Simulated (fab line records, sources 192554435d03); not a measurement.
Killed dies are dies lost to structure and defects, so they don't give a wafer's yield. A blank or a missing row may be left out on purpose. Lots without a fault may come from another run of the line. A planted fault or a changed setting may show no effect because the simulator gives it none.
Which tool did it? | flow n5_finfet | 10 lots, 27 wafers sampled, at 5 steps of a route of 1938

WHAT THE GAUGES READ, wafer by wafer
N5_BEOL_M0_SAQP_INSPECT_16: inspects for defects (brightfield). Usual: raw_defect_count 488, standard deviation 160.
lot  | measured     | on                | raw_defect_count | flag
L955 | day 5 19:31  | defect_inspect-02 | 337 484 441      |
L957 | day 6 02:42  | defect_inspect-02 | 601 327 389      |
L958 | day 6 09:04  | defect_inspect-02 | 428 445 378      |
L962 | day 7 07:25  | defect_inspect-01 | 503 732 695      |
L967 | day 8 16:43  | defect_inspect-02 | 248 358          |
L965 | day 8 16:53  | defect_inspect-02 | 361 245          |
L968 | day 8 23:41  | defect_inspect-02 | 675 677          |
L969 | day 9 01:35  | defect_inspect-01 | 491 502 499      |
L973 | day 10 06:08 | defect_inspect-01 | 431 626 601      |
L976 | day 10 16:15 | defect_inspect-02 | 653 491 414      |

N5_BEOL_M4_RC_MEAS_101. Usual: DIBL_N 36.9 mV/V, standard deviation 1.7; DIBL_P 36.7 mV/V, standard deviation 2.1; IOFF_N 0.17 nA/um, standard deviation 0.032; IOFF_P 0.22 nA/um, standard deviation 0.036; ION_N 674 uA/um, standard deviation 12; ION_P 461 uA/um, standard deviation 7; SS_N 71.7 mV/dec, standard deviation 0.6; SS_P 73.4 mV/dec, standard deviation 0.67; VT_N 249 mV, standard deviation 3.1; VT_P -250 mV, standard deviation 3.2.
lot  | measured     | on        | DIBL_N (mV/V)  | DIBL_P (mV/V)  | IOFF_N (nA/um) | IOFF_P (nA/um) | ION_N (uA/um) | ION_P (uA/um) | SS_N (mV/dec)  | SS_P (mV/dec)  | VT_N (mV)   | VT_P (mV)      | flag
L955 | day 8 01:31  | prober-01 | 35.5 36.4 35.7 | 35.5 36.6 34.9 | 0.14 0.15 0.14 | 0.18 0.20 0.18 | 657 674 666   | 448 464 456   | 71.7 71.3 70.9 | 72.8 73.2 73.1 | 253 254 250 | -254 -251 -251 |
L957 | day 8 18:03  | prober-02 | 35.1 37.2 37.5 | 33.9 36.8 35.1 | 0.13 0.17 0.17 | 0.15 0.19 0.16 | 653 682 677   | 449 455 451   | 70.7 71.6 71.5 | 73.5 73.1 73.5 | 251 251 248 | -257 -255 -256 |
L958 | day 8 14:13  | prober-02 | 32.8 35.9 34.4 | 32.8 35.1 32.9 | 0.12 0.16 0.14 | 0.17 0.20 0.17 | 660 663 652   | 454 454 446   | 70.6 71.8 71.6 | 72.8 72.8 72.2 | 255 250 252 | -252 -252 -251 |
L962 | day 9 08:10  | prober-01 | 36.3 35.7 37.0 | 36.9 35.5 37.6 | 0.17 0.14 0.17 | 0.23 0.21 0.25 | 685 662 676   | 471 460 467   | 71.0 71.5 71.1 | 73.6 73.7 72.9 | 245 250 248 | -246 -250 -246 |
L967 | day 11 01:01 | prober-01 | 34.9 36.2      | 36.7 37.5      | 0.14 0.16      | 0.21 0.23      | 677 677       | 466 461       | 70.8 72.2      | 73.7 72.3      | 253 248     | -249 -246      |
L965 | day 11 08:55 | prober-01 | 40.8 40.4      | 41.3 39.3      | 0.25 0.24      | 0.31 0.27      | 694 692       | 471 472       | 72.6 72.4      | 75.5 74.3      | 245 246     | -246 -249      |
L968 | day 11 09:49 | prober-02 | 35.7 37.8      | 34.9 38.5      | 0.14 0.19      | 0.16 0.21      | 672 682       | 454 456       | 71.3 71.6      | 73.2 73.5      | 253 246     | -256 -252      |
L969 | day 11 09:52 | prober-01 | 38.3 38.2 35.9 | 38.9 39.0 36.5 | 0.21 0.21 0.16 | 0.27 0.26 0.21 | 691 691 681   | 467 470 467   | 71.7 71.4 71.6 | 74.6 74.2 72.9 | 247 246 251 | -247 -248 -250 |
L973 | day 12 15:16 | prober-02 | 36.3 34.8 37.2 | 35.0 33.8 35.8 | 0.17 0.13 0.18 | 0.26 0.23 0.26 | 681 668 681   | 470 469 471   | 71.5 71.8 71.3 | 72.7 72.6 73.8 | 247 254 247 | -245 -245 -245 |
L976 | day 13 05:11 | prober-02 | 35.5 32.0 35.6 | 34.9 30.8 34.9 | 0.14 0.10 0.14 | 0.19 0.14 0.20 | 673 651 667   | 462 452 462   | 72.0 69.8 71.3 | 73.8 72.5 73.7 | 254 255 255 | -250 -255 -251 |

WHICH TOOL RAN EACH LOT (tool, then ch and the chambers of the sampled wafers, then the start)
lot  | N5_BEOL_M0_SAQP_ETCH_83            | N5_BEOL_M0_SAQP_RECESS_114         | N5_BEOL_M0_SAQP_SPACER1_ALD_98
L955 | rie_diel-03 ch 0,2,3, day 5 19:35  | vapor_etch-02 ch 0,1, day 5 20:03  | ald_sin-03 ch 0,1,3, day 5 20:26
L957 | rie_diel-01 ch 1,2,3, day 6 02:46  | vapor_etch-01 ch 0,1, day 6 03:26  | ald_sin-04 ch 0,1,3, day 6 03:41
L958 | rie_diel-06 ch 0,2,3, day 6 09:08  | vapor_etch-01 ch 0,1, day 6 09:44  | ald_sin-03 ch 2,3, day 6 09:59
L962 | rie_diel-03 ch 0,1, day 7 07:30    | vapor_etch-01 ch 0,1, day 7 07:58  | ald_sin-03 ch 1,2,3, day 7 08:21
L967 | rie_diel-06 ch 1,2, day 8 16:47    | vapor_etch-01 ch 0,1, day 8 17:32  | ald_sin-01 ch 1,3, day 8 18:05
L965 | rie_diel-06 ch 1,2, day 8 17:24    | vapor_etch-02 ch 0,1, day 8 17:59  | ald_sin-03 ch 0,3, day 8 18:16
L968 | rie_diel-06 ch 1,3, day 8 23:45    | vapor_etch-02 ch 1, day 9 00:16    | ald_sin-03 ch 1,2, day 9 00:39
L969 | rie_diel-01 ch 1,2,3, day 9 01:39  | vapor_etch-01 ch 0,1, day 9 02:07  | ald_sin-01 ch 2,3, day 9 02:47
L973 | rie_diel-01 ch 0,1, day 10 06:22   | vapor_etch-02 ch 0,1, day 10 08:28 | ald_sin-01 ch 0,1, day 10 08:51
L976 | rie_diel-01 ch 0,2,3, day 10 16:19 | vapor_etch-02 ch 0,1, day 10 16:53 | ald_sin-01 ch 2,3, day 10 17:16
- N5_BEOL_M0_SAQP_ETCH_83: etches SiARC in CF4, target depth 39 nm, time 65 s.
- N5_BEOL_M0_SAQP_RECESS_114: chemistry HF/NH3, target SiO2, target depth 14.4 nm, afs cycles 3, sublimation time 60 s.
- N5_BEOL_M0_SAQP_SPACER1_ALD_98: deposits SiO2, target thk 12.8 nm, pulse time 1 s, purge time 2 s.

WHAT THE TOOLS THEMSELVES READ (means of the sampled wafers that have a number; where no wafer has one, the mark that the record gives instead)
N5_BEOL_M0_SAQP_ETCH_83. Usual: drypump_motor_current_A 5.7 A, standard deviation 0.37; etch_rf_on_time_s 65.0 s, standard deviation 1.2; oes_product_au 0.68 a.u., standard deviation 0.067; rf_vpp_V 184.1 V, standard deviation 1.3; showerhead_plenum_p_Torr 2.15 Torr, standard deviation 0.074; throttle_valve_pct 15.56 %, standard deviation 0.29.
lot  | tool        | drypump_motor_current_A (A) | etch_rf_on_time_s (s) | oes_product_au (a.u.) | rf_vpp_V (V) | showerhead_plenum_p_Torr (Torr) | throttle_valve_pct (%) | flag
L955 | rie_diel-03 | 5.4                         | 65.3                  | 0.66                  | 184.7        | 2.18                            | 15.47                  |
L957 | rie_diel-01 | 6.0                         | 63.9                  | 0.68                  | 183.5        | 2.10                            | 15.53                  |
L958 | rie_diel-06 | 5.4                         | 64.3                  | 0.72                  | 184.3        | 2.17                            | 15.72                  |
L962 | rie_diel-03 | 5.7                         | 65.5                  | 0.70                  | 185.9        | 2.26                            | 15.20                  |
L967 | rie_diel-06 | 5.6                         | 54.9                  | 0.77                  | 184.8        | 2.16                            | 15.56                  | OFF
L965 | rie_diel-06 | 5.6                         | 54.2                  | 0.77                  | 184.2        | 2.16                            | 15.54                  | OFF
L968 | rie_diel-06 | 5.6                         | 53.8                  | 0.82                  | 184.4        | 2.22                            | 15.37                  | OFF
L969 | rie_diel-01 | 6.1                         | 64.1                  | 0.66                  | 184.1        | 2.09                            | 15.58                  |
L973 | rie_diel-01 | 5.7                         | 65.5                  | 0.61                  | 184.0        | 2.16                            | 15.62                  |
L976 | rie_diel-01 | 5.8                         | 65.8                  | 0.64                  | 183.8        | 2.11                            | 15.64                  |

N5_BEOL_M0_SAQP_RECESS_114. Usual: drypump_motor_current_A 5.6 A, standard deviation 0.48.
lot  | tool          | drypump_motor_current_A (A) | flag
L955 | vapor_etch-02 | 5.5                         |
L957 | vapor_etch-01 | 5.9                         |
L958 | vapor_etch-01 | 6.1                         |
L962 | vapor_etch-01 | 6.1                         |
L967 | vapor_etch-01 | 6.0                         |
L965 | vapor_etch-02 | 5.3                         |
L968 | vapor_etch-02 | 5.0                         |
L969 | vapor_etch-01 | 6.1                         |
L973 | vapor_etch-02 | 5.5                         |
L976 | vapor_etch-02 | 5.2                         |

N5_BEOL_M0_SAQP_SPACER1_ALD_98. Usual: heater_power_w 489 W, standard deviation 51; precursor_pulse_height_rel 1.000, standard deviation 0.018.
lot  | tool       | heater_power_w (W) | precursor_pulse_height_rel | flag
L955 | ald_sin-03 | 511                | 1.005                      |
L957 | ald_sin-04 | 469                | 1.037                      |
L958 | ald_sin-03 | 491                | 0.996                      |
L962 | ald_sin-03 | 508                | 0.990                      |
L967 | ald_sin-01 | 492                | 1.002                      |
L965 | ald_sin-03 | 504                | 0.981                      |
L968 | ald_sin-03 | 508                | 1.008                      |
L969 | ald_sin-01 | 523                | 0.990                      |
L973 | ald_sin-01 | 432                | 1.001                      |
L976 | ald_sin-01 | 563                | 1.014                      |

THE ANSWER, worked out from the rows above alone
Rule: a lot is off if the mean of its wafers that have a number lies more than 3 standard deviations from the usual mean. A lot without any number at a reading at which 4 lots or more have one is off too. The other lots that the step has rows for count as sound. The gauges are gone through in route order, then the tools' own readings, and for those a lot's mean is taken as printed above. The first step at which some lot is off is used, and at that step the reading that is off furthest; a lot without a number counts as furthest.
Off: L967, L965, L968, at N5_BEOL_M0_SAQP_ETCH_83 (etch_rf_on_time_s).
A tool fits if, at that step or a process step before it, it ran every lot that is off, and no sound lot after the first of them. One fits: rie_diel-06 at N5_BEOL_M0_SAQP_ETCH_83. Its last sound lot is L958 (day 6 09:08), its first lot that is off L967 (day 8 16:47): a fault that began between those two fits.
The tool's own readings at N5_BEOL_M0_SAQP_ETCH_83 bear it out: on the lots that are off they differ by more than 5 times the standard deviation of the sound lots' means. etch_rf_on_time_s reads 54.3 s there against 64.9 s on the sound lots.

WHAT THE SIMULATOR HAD PUT IN
Process parameter drift: rie_diel-06, from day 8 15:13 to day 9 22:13, at N5_BEOL_M0_SAQP_ETCH_83. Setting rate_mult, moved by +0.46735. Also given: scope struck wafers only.
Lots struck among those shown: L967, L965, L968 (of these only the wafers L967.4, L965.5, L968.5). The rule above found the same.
